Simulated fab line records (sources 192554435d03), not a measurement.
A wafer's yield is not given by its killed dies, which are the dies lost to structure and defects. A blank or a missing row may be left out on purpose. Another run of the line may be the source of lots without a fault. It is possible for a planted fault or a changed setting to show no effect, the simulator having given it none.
A lot that was struck, set against a sound lot -- flow n5_finfet -- 37 steps out of a route of 1938
Sound: the wafers L804.1, L804.2, L804.6. Struck: wafers L808.2, L808.3, L808.4. The cause is named last.
For every step that has rows: the tool of each side, followed by ch and its chambers, followed by its first start. Under that, the readings that differ: sound wafers -- struck wafers -- difference of the means -- sigmas: that difference in standard deviations of wafers without a fault.
alike: readings with means less than 2 such deviations apart, plus words and numbers identical on both sides. not compared: withheld readings, readings lacking a value on some wafer, bounds such as >300 that could conceal the same value, and numbers that have no deviation in the record and whose values overlap.
A row with sigmas, a row that says differs or no value, or rows on one side alone: a step with any of these is where the two part. When numbers do not overlap yet have no deviation, they are printed without sigmas and do not part them. A reading that every wafer of one side lacks parts them only if that side has two wafers or more.

first, 9 steps without rows for these wafers: N5_WELL_APT_COAT_19 (resist thk 950 nm); N5_WELL_APT_EBR_21; N5_WELL_APT_SOFTBAKE_20 (time 60 s); N5_WELL_APT_EXPOSE_22 (exposes mask PWELL, defocus 0 nm, target cd 200 nm); N5_WELL_APT_PEB_23 (peb time 90 s); N5_WELL_APT_DEVELOP_24 (develop time 45 s); N5_WELL_APT_HARDBAKE_29 (time 120 s); N5_WELL_APT_DESCUM_30 (chemistry O2, time 7.9 s); N5_WELL_APT_IMPLANT_31.
N5_WELL_APT_IMPLANT_32:
  sound on implanter-01 ch 0, day 3 21:37; struck on implanter-01 ch 0, day 4 21:21
reading,sound,struck,difference,sigmas
dose_ions_cm2,2.006e+13 2.002e+13 2.0048e+13,1.98e+12 1.977e+12 2.007e+12,-1.81e+13,-99 or more
faraday_current_uA,255 265 259,26 26 25,-234,-44
  alike: beam_energy_keV
then, 25 steps without rows for these wafers: N5_WELL_APT_STRIP_33 (strips in SPM, time 900 s); N5_WELL_APT_RTA_34 (time 10 s); N5_WELL_APT_OXIDE_STRIP_42 (strips SiO2 in dHF, time 45 s, target depth 12 nm); N5_WELL_APT_PRECLEAN_36 (cleans in O3/DIW, time 45 s); N5_WELL_APT_PRECLEAN_39 (cleans in dHF, time 60 s); N5_WELL_APT_SRD_37 (time 30 s); N5_WELL_APT_EPI_41 (deposits Si from SiH4/H2, target thk 50 nm, time 297.7 s); N5_PMOS_HMC_CHANNEL_EPI_HM_DEP_34 (deposits SiO2 from TEOS/O2, target thk 36 nm, time 6.9 s); N5_PMOS_HMC_CHANNEL_EPI_COAT_31 (time 60 s, resist thk 66 nm); N5_PMOS_HMC_CHANNEL_EPI_COAT_03 (resist thk 205 nm); N5_PMOS_HMC_CHANNEL_EPI_EBR_05; N5_PMOS_HMC_CHANNEL_EPI_SOFTBAKE_04 (time 60 s); N5_PMOS_HMC_CHANNEL_EPI_EXPOSE_06 (exposes mask PMOS HMC BLK, target cd 240 nm); N5_PMOS_HMC_CHANNEL_EPI_PEB_07 (peb time 60 s); N5_PMOS_HMC_CHANNEL_EPI_DEVELOP_08 (develop time 30 s); N5_PMOS_HMC_CHANNEL_EPI_DESCUM_14 (chemistry O2, time 7.9 s); N5_PMOS_HMC_CHANNEL_EPI_ETCH_32 (etches BARC in N2/H2, stops on SiO2, target depth 85.8 nm, time 50.3 s); N5_PMOS_HMC_CHANNEL_EPI_HM_OPEN_15 (chemistry CHF3/O2, target SiO2, target depth 40.6 nm, time 20.3 s); N5_PMOS_HMC_CHANNEL_EPI_STRIP_33 (strips in N2/H2); N5_PMOS_HMC_CHANNEL_EPI_STRIP_17 (strips in SPM, time 750 s); N5_PMOS_HMC_CHANNEL_EPI_ETCH_38 (etches SiO2 in CF4, target depth 1.5 nm); N5_PMOS_HMC_CHANNEL_EPI_FIN_RECESS_16 (chemistry HBr/Cl2, target Si, target depth 54 nm, time 18 s); N5_PMOS_HMC_CHANNEL_EPI_PRECLEAN_36 (cleans in O3/DIW, time 45 s); N5_PMOS_HMC_CHANNEL_EPI_PRECLEAN_18 (cleans in DHF, time 30 s); N5_PMOS_HMC_CHANNEL_EPI_SRD_19 (time 30 s).
-- here the record skips 6 days between the struck wafers' starts before and after, leaving off in module PMOS_HMC_CHANNEL_EPI and picking up in module BEOL_M4 (first step shown: number 1111 of the route) --
N5_BEOL_M4_RC_MEAS_101:
  sound on prober-02 ch 0, day 10 13:08; struck on prober-01 ch 0, day 11 01:55
reading,sound,struck,difference,sigmas
CJ_N,4.37 4.51 4.27,1.42 1.40 1.42,-2.97,-30
DIBL_N (mV/V),38.1 36.9 32.9,78.4 57.4 84.3,+37.4,+23
IOFF_N (nA/um),0.21 0.18 0.12,7.40 1.78 9.21,+5.96,+99 or more
IOFF_N_85C (nA/um),3.9 3.4 2.5,77.2 23.4 92.7,+61.2,+99 or more
IOFF_N_LIN (nA/um),0.091 0.076 0.059,0.319 0.165 0.350,+0.203,+17
RS_PWELL (ohm/sq),3010 3022 2993,3208 3170 3171,+175,+8
SS_N (mV/dec),71.7 71.7 70.4,112.9 93.8 119.3,+37.4,+59
VT_N (mV),246 249 253,240 245 241,-7,-2
  alike: DIBL_P, IOFF_P, ION_N, ION_P, SS_P, VT_P
-- here the record skips 5 days between the struck wafers' starts before and after, leaving off in module BEOL_M4 and picking up in module PASSIVATION (first step shown: number 1936 of the route) --
N5_PASSIVATION_PROBE_49:
  struck on prober-02, day 15 13:58; sound on prober-01, day 14 19:46
reading,sound,struck,difference,sigmas
sort_bin_4_leakage (%),0 0,90.76 90.68 92.54,+91.33,
sort_n_pass,1079 1097,0 0 0,-1088,-57
sort_yield_pct (%),91.4 93.0,0 0 0,-92,-58
  alike: defect_limited_yield, killed_at_M0_to_M3, killed_at_M4_up, killed_at_contacts, killed_at_front_end, killed_at_other, killed_dies, killed_open, killed_short, sort_bin_5_function, sort_bin_6_memory

## WHERE THEY PART
At N5_WELL_APT_IMPLANT_32 first; at N5_PASSIVATION_PROBE_49 last (within this record only).

WHY: what had been put in by the simulator
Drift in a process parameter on implanter-01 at N5_WELL_APT_IMPLANT_32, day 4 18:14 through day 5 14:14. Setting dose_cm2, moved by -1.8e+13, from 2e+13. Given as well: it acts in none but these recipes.
